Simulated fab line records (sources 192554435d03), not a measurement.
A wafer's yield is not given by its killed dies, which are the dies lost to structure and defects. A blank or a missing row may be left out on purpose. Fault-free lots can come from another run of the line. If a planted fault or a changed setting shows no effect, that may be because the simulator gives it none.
Split-lot experiment	flow n5-finfet	21 wafers read from 7 lots, route of 1938 steps

## THE SPLIT ITSELF
At N5_BEOL_M8_COAT_71 (time 60 s, resist thk 5 nm), the setting spin-rpm was moved away from the recipe's 1500 rpm on 7 of the 21 wafers read, by -10.3% to +9.6%. This setting was run at the recipe's value on the other wafers.

## FROM THE SPLIT TO THE READING: what the file shows between them, 3 steps
- N5_BEOL_M8_COAT_22: resist thk 30 nm
- N5_BEOL_M8_EBR_24
- N5_BEOL_M8_DESCUM_33: chemistry O2, time 7 s

## THE READING
etch.depth-nm (the simulator's own value, which no gauge read), in nm, at N5_BEOL_M8_ETCH_72 (etches underlayer in N2/H2, target depth 6.5 nm, time 5.2 s). The file gives no usual value for it. Across the 14 wafers here that went through the recipe, the average is 5.009 nm and the standard deviation 0.015 nm.

wafer	tool, chamber at the split	spin-rpm as run, rpm	against the recipe	etch.depth-nm, nm	against lot-mates on the recipe
L081.1	litho-track-02, 0	1644	+9.6%	4.786	-0.239
L081.2	litho-track-02, 0	1644	+9.6%	4.775	-0.250
L081.4	litho-track-02, 0	1500	recipe	5.025	-
L083.1	litho-track-05, 0	1549	+3.3%	4.905	-0.085
L083.2	litho-track-05, 0	1549	+3.3%	4.893	-0.097
L083.5	litho-track-05, 0	1500	recipe	4.99	-
L084.1	litho-track-01, 0	1500	recipe	5.003	-
L084.5	litho-track-01, 0	1500	recipe	5.008	-
L084.6	litho-track-01, 0	1500	recipe	5.004	-
L086.2	litho-track-01, 0	1500	recipe	5.029	-
L086.3	litho-track-01, 0	1500	recipe	5.024	-
L086.4	litho-track-01, 0	1500	recipe	5.028	-
L088.1	litho-track-05, 0	1500	recipe	5.011	-
L088.3	litho-track-05, 0	1500	recipe	5.025	-
L088.6	litho-track-05, 0	1634	+8.9%	4.795	-0.223
L093.1	litho-track-02, 0	1500	recipe	4.998	-
L093.3	litho-track-02, 0	1580	+5.3%	4.866	-0.123
L093.5	litho-track-02, 0	1500	recipe	4.981	-
L091.4	litho-track-05, 0	1500	recipe	5.008	-
L091.5	litho-track-05, 0	1345	-10.3%	5.279	+0.280
L091.6	litho-track-05, 0	1500	recipe	4.99	-

FIT RESULTS
A straight line over all 21 wafers: etch.depth-nm changes by -0.025 nm for each +1% of spin-rpm; r = -0.99; the points scatter about the line by 0.017 nm.
The same after taking each lot's own level away (the mean of its wafers on the recipe; 21 wafers): -0.0258 nm for each +1%; r = -1.00; scatter 0.0075 nm.
According to that fit, moving spin-rpm by its largest amount changes the reading by 0.27 nm.
From 4.9895 to 5.0270 nm: that is the span of the lots' own levels, equal to 2.5 times the standard deviation above.
Hence the lot-to-lot level has little effect on the slope; both slopes agree.
Check: +0.26 nm against its lot-mates is what the line predicts for one of the wafers moved furthest among these (-10.3%) when that wafer is left out of the fit. It came out at +0.28 nm against them.

## FURTHER SPLITS ON THESE WAFERS
Note: prior to the reading, these wafers also went through further splits. Each is held against what the fit with the lots' levels taken away leaves over:
other split on the same wafers	wafers away from the commonest value	r with etch.depth-nm (lot level and that fit taken away)
N5_BEOL_M6_TRENCH_ETCH_37 source-w	5	-0.12
N5_BEOL_M7_EXPOSE_25 dose-mj	9	+0.24
N5_BEOL_M8_ETCH_62 time-s	7	-0.14

## THE WHOLE CHAIN: every reading that the file lists as answering this split, in the file's order
step	what it does	reading	change (the file's fit)	r (the file's)
N5_BEOL_M8_ETCH_72	etches underlayer in N2/H2, target depth 6.5 nm, time 5.2 s	CAR-EUV_of_BEOL_M8_COAT_22.thk-nm (the simulator's own value, which no gauge read)	+0.0329 nm for each +1% of the setting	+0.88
N5_BEOL_M8_ETCH_72	etches underlayer in N2/H2, target depth 6.5 nm, time 5.2 s	etch.depth-nm (the simulator's own value, which no gauge read)	-0.0257 nm for each +1% of the setting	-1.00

## THE FILE'S OWN FIT
etch.depth-nm changes by -0.0257 nm for each +1% of spin-rpm, r = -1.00.
